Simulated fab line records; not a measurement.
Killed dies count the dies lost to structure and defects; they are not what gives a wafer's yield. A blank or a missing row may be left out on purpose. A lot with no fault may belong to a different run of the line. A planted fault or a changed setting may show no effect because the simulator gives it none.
A lot that was struck, set against a sound lot || flow nand-harc || 19 steps out of a route of 1302
Sound: wafers L722.1, L722.2, L722.6. Wafers L726.2, L726.4, L726.6 were the ones struck. Last of all comes the cause.
Each step with rows lists, per side, the tool, then ch with its chambers, then its first start. Under that, the readings that differ: sound wafers || struck wafers || difference of the means || sigmas: that difference in standard deviations of wafers without a fault.
alike: a reading whose means differ by less than 2 such deviations, as well as words and numbers matching on both sides. not compared: withheld readings; readings where some wafer has no value; bounds like >300 that might hide an equal value; numbers whose values overlap and for which the record gives no deviation.
A row with sigmas, a row that says differs or no value, or rows on one side alone: a step with any of these is where the two part. Non-overlapping numbers with no deviation appear without sigmas and do not part them. A reading missing from all wafers of one side parts the sides only when that side holds two or more wafers.

NHARC_P_ZERO_WELL_CD_MEAS_37: target cd 720 nm.
  sound on cd-sem-03 ch 0, day 2 10:23; struck on cd-sem-02 ch 0, day 4 02:06
  alike: cd-nm
then, 1 step without rows for these wafers: NHARC_P_ZERO_WELL_HARDBAKE_38 (time 80 s).
NHARC_P_ZERO_WELL_DESCUM_39: chemistry O2, time 3 s.
  sound on rie-diel-07 ch 1,2,3, day 2 10:33; struck on rie-diel-04 ch 0,1, day 4 02:15
  alike: drypump-motor-current-A, mfc-ar-sccm, oes-product-au, rf-vpp-V, showerhead-plenum-p-Torr, throttle-valve-pct
  not compared: rf-hours-counter-h
then, 9 steps without rows for these wafers: NHARC_P_ZERO_WELL_IMPLANT_40; NHARC_P_ZERO_WELL_IMPLANT_59; NHARC_P_ZERO_WELL_IMPLANT_60; NHARC_P_ZERO_WELL_STRIP_41 (strips in SPM, time 840 s); NHARC_P_ZERO_WELL_DEHYDRATE_44 (time 120 s); NHARC_P_ZERO_WELL_HMDS_45 (time 30 s); NHARC_P_ZERO_WELL_COAT_46; NHARC_P_ZERO_WELL_SOFTBAKE_47 (time 95 s); NHARC_P_ZERO_WELL_EBR_48.
NHARC_P_ZERO_WELL_EXPOSE_49: exposes mask P HVPW, target cd 2000 nm.
  sound on krf-scanner-02 ch 0, day 2 11:52; struck on krf-scanner-01 ch 0, day 4 03:28
{"reading": "mask", "sound": "P_HVPW#0 P_HVPW#0 P_HVPW#0", "struck": "P_HVPW_R1#0 P_HVPW_R1#0 P_HVPW_R1#0", "difference": "differs", "sigmas": ""}
  alike: stage-vel-mm-s
then, 2 steps without rows for these wafers: NHARC_P_ZERO_WELL_PEB_50 (peb time 85 s); NHARC_P_ZERO_WELL_DEVELOP_51 (time 70 s).
NHARC_P_ZERO_WELL_CD_MEAS_52: target cd 2000 nm.
  sound on cd-sem-01 ch 0, day 2 12:01; struck on cd-sem-03 ch 0, day 4 03:37
{"reading": "cd-nm (nm)", "sound": "2001.6 2000.3 2003.0", "struck": "1912.0 1913.0 1913.7", "difference": -88.7, "sigmas": -68}
then, 1 step without rows for these wafers: NHARC_P_ZERO_WELL_HARDBAKE_53 (time 80 s).
NHARC_P_ZERO_WELL_DESCUM_54: chemistry O2, time 3 s.
  sound on rie-diel-07 ch 0,1,2, day 2 12:11; struck on rie-diel-04 ch 0,1,2, day 4 03:48
{"reading": "model.P_ZERO_WELL.cd-nm (nm)", "sound": "2002 2001 2004", "struck": "1912 1913 1913", "difference": -90, "sigmas": ""}
  alike: drypump-motor-current-A, mfc-ar-sccm, oes-product-au, rf-vpp-V, showerhead-plenum-p-Torr, throttle-valve-pct
  not compared: rf-hours-counter-h
then, 1 step without rows for these wafers: NHARC_P_ZERO_WELL_IMPLANT_55.

## WHERE THEY PART
Last at NHARC_P_ZERO_WELL_CD_MEAS_52 as far as this record goes, first at NHARC_P_ZERO_WELL_EXPOSE_49. Later steps at which nothing parts them and some readings are alike: NHARC_P_ZERO_WELL_DESCUM_54.

WHY: the cause the simulator had injected
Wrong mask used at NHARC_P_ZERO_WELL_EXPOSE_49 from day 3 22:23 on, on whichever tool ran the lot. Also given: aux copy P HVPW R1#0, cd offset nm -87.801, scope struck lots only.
